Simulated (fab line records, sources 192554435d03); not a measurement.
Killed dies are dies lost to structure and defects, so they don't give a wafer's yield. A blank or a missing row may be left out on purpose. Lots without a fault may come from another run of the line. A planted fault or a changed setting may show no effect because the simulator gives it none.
Chamber matching | flow n5_finfet | N5_HKMG_FIN_ETCH_35 on rie_diel-05: 4 sister chambers
The step etches SOC in N2/H2, target depth 215.8 nm, time 243.4 s. 14 wafers are shown with their chamber, then 7 later ones without.

WAFERS WITH THEIR CHAMBER
wafer  | chamber | showerhead_plenum_p_Torr (Torr) | throttle_valve_pct (%) | oes_product_au (a.u.)
L074.4 | 1       | 2.66                            | 17.96                  | 0.74
L074.5 | 3       | 2.48                            | 17.57                  | 0.92
L074.6 | 2       | 2.59                            | 17.64                  | 0.93
L077.1 | 1       | 2.66                            | 17.94                  | 0.73
L077.2 | 0       | 2.70                            | 17.38                  | 0.92
L077.5 | 1       | 2.66                            | 17.96                  | 0.73
L080.1 | 1       | 2.65                            | 17.97                  | 0.73
L080.4 | 2       | 2.58                            | 17.66                  | 0.89
L080.6 | 2       | 2.59                            | 17.67                  | 0.89
L083.3 | 1       | 2.65                            | 17.99                  | 0.72
L083.4 | 0       | 2.70                            | 17.41                  | 0.89
L083.5 | 2       | 2.58                            | 17.68                  | 0.88
L087.1 | 2       | 2.58                            | 17.69                  | 0.87
L087.2 | 3       | 2.47                            | 17.62                  | 0.86

SIGNATURES (means of the wafers above)
reading                  | chamber 0 | chamber 1 | chamber 2 | chamber 3 | scatter within a chamber
showerhead_plenum_p_Torr | 2.7000    | 2.6560    | 2.5840    | 2.4750    | 0.00539
throttle_valve_pct       | 17.3950   | 17.9640   | 17.6680   | 17.5950   | 0.0212
oes_product_au           | 0.9050    | 0.7300    | 0.8920    | 0.8900    | 0.0213
Rule: a wafer's distance from a chamber is the root of the sum, over the readings, of the square of ((its reading less the chamber's mean) divided by the reading's scatter). The wafer belongs to the nearest chamber; if the next one is less than 2 further off, it can't be placed. The scatter: the root of (the sum of the squares of (reading less its chamber's mean) over the shown wafers, divided by (wafers less chambers)).

WAFERS WITHOUT THEIR CHAMBER
wafer  | showerhead_plenum_p_Torr (Torr) | throttle_valve_pct (%) | oes_product_au (a.u.)
L087.3 | 2.65                            | 17.99                  | 0.71
L089.1 | 2.69                            | 17.42                  | 0.88
L089.3 | 2.65                            | 17.99                  | 0.71
L089.6 | 2.69                            | 17.44                  | 0.87
L092.1 | 2.69                            | 17.43                  | 0.86
L092.2 | 2.57                            | 17.71                  | 0.85
L092.3 | 2.46                            | 17.63                  | 0.85

WHICH CHAMBER EACH WENT THROUGH
wafer  | from the rows above | in truth
L087.3 | 1                   | 1
L089.1 | 0                   | 0
L089.3 | 1                   | 1
L089.6 | 0                   | 0
L092.1 | 0                   | 0
L092.2 | 2                   | 2
L092.3 | 3                   | 3
Placed correctly: 7 of 7. Can't be placed from these rows: 0. Placed wrongly: 0.
